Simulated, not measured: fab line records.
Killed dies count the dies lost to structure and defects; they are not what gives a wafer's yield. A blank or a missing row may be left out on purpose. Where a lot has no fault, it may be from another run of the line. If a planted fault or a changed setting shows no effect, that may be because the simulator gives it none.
The tool behind it: which one? :: flow nand harc :: Sampling: 12 lots, 36 wafers, 6 of 1302 route steps

## WHAT EACH GAUGE READ, for each wafer
NHARC_P_M1_OVL_MEAS_10: pitch 260 nm. Usual: overlay x nm 0.0 nm, standard deviation 0.75; overlay y nm 0.0 nm, standard deviation 0.71.
lot: L718
measured: day 6 05:16
on: overlay-02
overlay x nm (nm): -0.9 -0.6 -0.6
overlay y nm (nm): 1.0 0.8 0.7
flag: 

lot: L720
measured: day 6 21:28
on: overlay-01
overlay x nm (nm): -0.1 0.2 0.1
overlay y nm (nm): -0.4 -0.2 0.0
flag: 

lot: L721
measured: day 7 13:34
on: overlay-02
overlay x nm (nm): -0.2 -0.5 0.3
overlay y nm (nm): 0.6 1.0 0.7
flag: 

lot: L722
measured: day 7 18:31
on: overlay-01
overlay x nm (nm): 0.1 -0.1 -0.2
overlay y nm (nm): -0.1 0.9 0.6
flag: 

lot: L723
measured: day 8 05:23
on: overlay-02
overlay x nm (nm): 1.2 0.9 0.4
overlay y nm (nm): 0.8 0.1 0.8
flag: 

lot: L724
measured: day 8 16:56
on: overlay-01
overlay x nm (nm): 0.2 1.0 1.0
overlay y nm (nm): -0.3 -0.3 0.0
flag: 

lot: L725
measured: day 9 01:31
on: overlay-01
overlay x nm (nm): 1.8 1.5 1.0
overlay y nm (nm): 0.1 0.7 0.4
flag: 

lot: L726
measured: day 9 13:59
on: overlay-01
overlay x nm (nm): -0.1 0.7 0.4
overlay y nm (nm): 0.5 1.0 0.3
flag: 

lot: L727
measured: day 9 18:50
on: overlay-01
overlay x nm (nm): -0.5 -0.8 -0.7
overlay y nm (nm): 0.0 0.1 0.8
flag: 

lot: L728
measured: day 10 09:41
on: overlay-02
overlay x nm (nm): -1.6 -1.1 -1.3
overlay y nm (nm): 0.6 0.4 0.6
flag: 

lot: L730
measured: day 11 04:53
on: overlay-02
overlay x nm (nm): -0.7 -0.2 -0.3
overlay y nm (nm): 0.0 0.5 0.5
flag: 

lot: L741
measured: day 15 16:56
on: overlay-01
overlay x nm (nm): 1.0
overlay y nm (nm): 0.0
flag: 

NHARC_END_SORT_01. Usual: defect limited yield is 90 % with standard deviation 4.1, killed at array is 63 with standard deviation 27, killed at other is 0.7 with standard deviation 1.2, killed at periphery is 3.1 with standard deviation 2, killed dies is 67 with standard deviation 28, killed open is 3.0 with standard deviation 1.9, and killed short is 2.2 with standard deviation 1.5.
lot: L728
measured: day 28 11:41
on: prober-02
defect limited yield (%): 96 96
killed at array: 22 22
killed at other: 0 0
killed at periphery: 4 4
killed dies: 26 26
killed open: 6 6
killed short: 2 1
flag: 

lot: L741
measured: day 33 23:48
on: prober-02
defect limited yield (%): 94 2 3
killed at array: 34 33 39
killed at other: 4 1 0
killed at periphery: 5 630 619
killed dies: 43 664 658
killed open: 2 3 3
killed short: 2 1 2
flag: OFF

## WHICH TOOL RAN EACH LOT (tool, then ch and the chambers of the sampled wafers, then the start)
lot: L718
NHARC_P_CONTACT_PVD_32: pvd sputter-01, day 6 01:22 or earlier
NHARC_P_M0_ETCH_34: rie diel-02 ch 0,2,3, day 6 01:22
NHARC_P_M0_ECD_22: ecd cu-01 ch 0,1, day 6 02:35
NHARC_P_M0_CMP_23: cmp-01 ch 0,1,2, day 6 03:20

lot: L720
NHARC_P_CONTACT_PVD_32: pvd sputter-01, day 6 17:38 or earlier
NHARC_P_M0_ETCH_34: rie diel-02 ch 1,2,3, day 6 17:38
NHARC_P_M0_ECD_22: ecd cu-02 ch 0,1, day 6 18:55
NHARC_P_M0_CMP_23: cmp-01 ch 0,2, day 6 19:34

lot: L721
NHARC_P_CONTACT_PVD_32: pvd sputter-02, day 7 09:40 or earlier
NHARC_P_M0_ETCH_34: rie diel-13 ch 0,1,2, day 7 09:40
NHARC_P_M0_ECD_22: ecd cu-02 ch 0,1, day 7 10:53
NHARC_P_M0_CMP_23: cmp-01 ch 1,2,3, day 7 11:37

lot: L722
NHARC_P_CONTACT_PVD_32: pvd sputter-02, day 7 14:43 or earlier
NHARC_P_M0_ETCH_34: rie diel-03 ch 0,1, day 7 14:43
NHARC_P_M0_ECD_22: ecd cu-02 ch 0,1, day 7 16:00
NHARC_P_M0_CMP_23: cmp-02 ch 1,2, day 7 16:40

lot: L723
NHARC_P_CONTACT_PVD_32: pvd sputter-01, day 8 01:23 or earlier
NHARC_P_M0_ETCH_34: rie diel-02 ch 0,1,3, day 8 01:23
NHARC_P_M0_ECD_22: ecd cu-02 ch 0,1, day 8 02:46
NHARC_P_M0_CMP_23: cmp-01 ch 0,1,3, day 8 03:26

lot: L724
NHARC_P_CONTACT_PVD_32: pvd sputter-01, day 8 13:11 or earlier
NHARC_P_M0_ETCH_34: rie diel-03 ch 0,3, day 8 13:11
NHARC_P_M0_ECD_22: ecd cu-01 ch 0,1, day 8 14:26
NHARC_P_M0_CMP_23: cmp-01 ch 1,2, day 8 15:07

lot: L725
NHARC_P_CONTACT_PVD_32: pvd sputter-03, day 8 21:32 or earlier
NHARC_P_M0_ETCH_34: rie diel-02 ch 0,1,2, day 8 21:32
NHARC_P_M0_ECD_22: ecd cu-02 ch 0,1, day 8 22:44
NHARC_P_M0_CMP_23: cmp-01 ch 2,3, day 8 23:28

lot: L726
NHARC_P_CONTACT_PVD_32: pvd sputter-01, day 9 10:03 or earlier
NHARC_P_M0_ETCH_34: rie diel-13 ch 0,3, day 9 10:03
NHARC_P_M0_ECD_22: ecd cu-01 ch 0,1, day 9 11:15
NHARC_P_M0_CMP_23: cmp-02 ch 0,2,3, day 9 12:02

lot: L727
NHARC_P_CONTACT_PVD_32: pvd sputter-03, day 9 15:02 or earlier
NHARC_P_M0_ETCH_34: rie diel-03 ch 0,2, day 9 15:02
NHARC_P_M0_ECD_22: ecd cu-01 ch 0,1, day 9 16:16
NHARC_P_M0_CMP_23: cmp-02 ch 0,3, day 9 16:56

lot: L728
NHARC_P_CONTACT_PVD_32: pvd sputter-02, day 10 05:38 or earlier
NHARC_P_M0_ETCH_34: rie diel-03 ch 0,1,3, day 10 05:38
NHARC_P_M0_ECD_22: ecd cu-02 ch 0,1, day 10 06:49
NHARC_P_M0_CMP_23: cmp-01 ch 0,1,3, day 10 07:38

lot: L730
NHARC_P_CONTACT_PVD_32: pvd sputter-02, day 11 01:01 or earlier
NHARC_P_M0_ETCH_34: rie diel-02 ch 1,3, day 11 01:01
NHARC_P_M0_ECD_22: ecd cu-02 ch 1, day 11 02:16
NHARC_P_M0_CMP_23: cmp-01 ch 0,1,2, day 11 02:55

lot: L741
NHARC_P_CONTACT_PVD_32: pvd sputter-01, day 15 13:12 or earlier
NHARC_P_M0_ETCH_34: rie diel-02 ch 1,2,3, day 15 13:12
NHARC_P_M0_ECD_22: ecd cu-02 ch 0,1, day 15 14:27
NHARC_P_M0_CMP_23: cmp-02 ch 0,1,2, day 15 15:07
- NHARC_P_CONTACT_PVD_32: deposits Ti, target thk 5 nm, time 17.7 s.
- NHARC_P_M0_ETCH_34: etches the open film in N2/H2, target depth 40 nm, overetch 12 nm, time 43.94 s.
- NHARC_P_M0_ECD_22: material Cu, target thk 400 nm.
- NHARC_P_M0_CMP_23: polishes, t overpolish 20 s, target thk 117.54 nm.

## AS READ BY THE TOOLS THEMSELVES (means over the sampled wafers that have a number; for cases with no such wafer, the mark the record gives instead)
NHARC_P_CONTACT_PVD_32. Usual: throttle valve pct 29.9 %, standard deviation 0.67.
lot: L718
tool: pvd sputter-01
throttle valve pct (%): 29.3
flag: 

lot: L720
tool: pvd sputter-01
throttle valve pct (%): 29.2
flag: 

lot: L721
tool: pvd sputter-02
throttle valve pct (%): 30.5
flag: 

lot: L722
tool: pvd sputter-02
throttle valve pct (%): 30.3
flag: 

lot: L723
tool: pvd sputter-01
throttle valve pct (%): 29.5
flag: 

lot: L724
tool: pvd sputter-01
throttle valve pct (%): 29.2
flag: 

lot: L725
tool: pvd sputter-03
throttle valve pct (%): 29.7
flag: 

lot: L726
tool: pvd sputter-01
throttle valve pct (%): 29.2
flag: 

lot: L727
tool: pvd sputter-03
throttle valve pct (%): 30.5
flag: 

lot: L728
tool: pvd sputter-02
throttle valve pct (%): 30.4
flag: 

lot: L730
tool: pvd sputter-02
throttle valve pct (%): 30.4
flag: 

lot: L741
tool: pvd sputter-01
throttle valve pct (%): 29.7
flag: 

NHARC_P_M0_ETCH_34. Usual: drypump motor current A 5.9 A, standard deviation 0.4; oes product au 0.999 a.u., standard deviation 0.014; rf vpp V 430.1 V, standard deviation 2.8; showerhead plenum p Torr 2.03 Torr, standard deviation 0.095; throttle valve pct 14.171 %, standard deviation 0.0097.
lot: L718
tool: rie diel-02
drypump motor current A (A): 5.7
oes product au (a.u.): 0.994
rf vpp V (V): 431.4
showerhead plenum p Torr (Torr): 2.09
throttle valve pct (%): 14.177
flag: 

lot: L720
tool: rie diel-02
drypump motor current A (A): 5.6
oes product au (a.u.): 1.007
rf vpp V (V): 430.4
showerhead plenum p Torr (Torr): 2.06
throttle valve pct (%): 14.170
flag: 

lot: L721
tool: rie diel-13
drypump motor current A (A): 6.4
oes product au (a.u.): 0.999
rf vpp V (V): 430.6
showerhead plenum p Torr (Torr): 2.02
throttle valve pct (%): 14.173
flag: 

lot: L722
tool: rie diel-03
drypump motor current A (A): 6.2
oes product au (a.u.): 1.002
rf vpp V (V): 428.8
showerhead plenum p Torr (Torr): 1.98
throttle valve pct (%): 14.165
flag: 

lot: L723
tool: rie diel-02
drypump motor current A (A): 5.4
oes product au (a.u.): 0.997
rf vpp V (V): 433.2
showerhead plenum p Torr (Torr): 2.11
throttle valve pct (%): 14.175
flag: 

lot: L724
tool: rie diel-03
drypump motor current A (A): 6.1
oes product au (a.u.): 1.020
rf vpp V (V): 431.2
showerhead plenum p Torr (Torr): 2.07
throttle valve pct (%): 14.169
flag: 

lot: L725
tool: rie diel-02
drypump motor current A (A): 5.5
oes product au (a.u.): 0.997
rf vpp V (V): 430.5
showerhead plenum p Torr (Torr): 2.04
throttle valve pct (%): 14.170
flag: 

lot: L726
tool: rie diel-13
drypump motor current A (A): 5.8
oes product au (a.u.): 1.010
rf vpp V (V): 428.9
showerhead plenum p Torr (Torr): 1.99
throttle valve pct (%): 14.174
flag: 

lot: L727
tool: rie diel-03
drypump motor current A (A): 6.1
oes product au (a.u.): 1.011
rf vpp V (V): 428.8
showerhead plenum p Torr (Torr): 1.98
throttle valve pct (%): 14.162
flag: 

lot: L728
tool: rie diel-03
drypump motor current A (A): 6.1
oes product au (a.u.): 1.007
rf vpp V (V): 430.1
showerhead plenum p Torr (Torr): 2.03
throttle valve pct (%): 14.166
flag: 

lot: L730
tool: rie diel-02
drypump motor current A (A): 5.3
oes product au (a.u.): 1.007
rf vpp V (V): 431.4
showerhead plenum p Torr (Torr): 2.09
throttle valve pct (%): 14.167
flag: 

lot: L741
tool: rie diel-02
drypump motor current A (A): 5.5
oes product au (a.u.): 0.991
rf vpp V (V): 431.6
showerhead plenum p Torr (Torr): 2.05
throttle valve pct (%): 14.179
flag: 

NHARC_P_M0_CMP_23. Usual: motor current A 12.2 A, standard deviation 1.4; time to endpoint s 29 s, standard deviation 3.5.
lot: L718
tool: cmp-01
motor current A (A): 11.7
time to endpoint s (s): 32
flag: 

lot: L720
tool: cmp-01
motor current A (A): 12.9
time to endpoint s (s): 29
flag: 

lot: L721
tool: cmp-01
motor current A (A): 11.1
time to endpoint s (s): 32
flag: 

lot: L722
tool: cmp-02
motor current A (A): 13.1
time to endpoint s (s): 25
flag: 

lot: L723
tool: cmp-01
motor current A (A): 12.0
time to endpoint s (s): 31
flag: 

lot: L724
tool: cmp-01
motor current A (A): 11.4
time to endpoint s (s): 33
flag: 

lot: L725
tool: cmp-01
motor current A (A): 12.0
time to endpoint s (s): 33
flag: 

lot: L726
tool: cmp-02
motor current A (A): 11.9
time to endpoint s (s): 28
flag: 

lot: L727
tool: cmp-02
motor current A (A): 12.1
time to endpoint s (s): 29
flag: 

lot: L728
tool: cmp-01
motor current A (A): 12.2
time to endpoint s (s): 33
flag: 

lot: L730
tool: cmp-01
motor current A (A): 11.8
time to endpoint s (s): 30
flag: 

lot: L741
tool: cmp-02
motor current A (A): 12.5
time to endpoint s (s): 17
flag: OFF

## THE ANSWER, worked out from the rows above alone
Rule: a lot is off if the mean of its wafers that have a number lies more than 3 standard deviations from the usual mean. Also off: a lot with no number at a reading for which 4 or more lots have one. The other lots that the step has rows for count as sound. After the gauges, taken in route order, come the tools' own readings; for these a lot's mean is taken, as printed above. At the first step where some lot is off, the reading lying furthest off is the one used; lots without a number count as furthest.
Off: L741 (NHARC_END_SORT_01, killed at periphery). Neither off nor sound, because the step has no rows for them: L718, L720, L721, L722, L723, L724, L725, L726, L727, L730.
If a tool, at a process step before that reading, ran all the lots that are off and no sound lot after the first of them, it fits. The gauges at NHARC_END_SORT_01 aren't tried: what is off there is off at NHARC_P_M0_CMP_23 too, on other tools, and a gauge's error can't cause that. NHARC_P_CONTACT_PVD_32: start missing for some lots; hours and lot order therefore follow NHARC_P_M0_ETCH_34. Can't be told from this: 4 tools fit, pvd sputter-01 at NHARC_P_CONTACT_PVD_32, rie diel-02 at NHARC_P_M0_ETCH_34, ecd cu-02 at NHARC_P_M0_ECD_22, cmp-02 at NHARC_P_M0_CMP_23.

## WHAT THE SIMULATOR HAD INSERTED
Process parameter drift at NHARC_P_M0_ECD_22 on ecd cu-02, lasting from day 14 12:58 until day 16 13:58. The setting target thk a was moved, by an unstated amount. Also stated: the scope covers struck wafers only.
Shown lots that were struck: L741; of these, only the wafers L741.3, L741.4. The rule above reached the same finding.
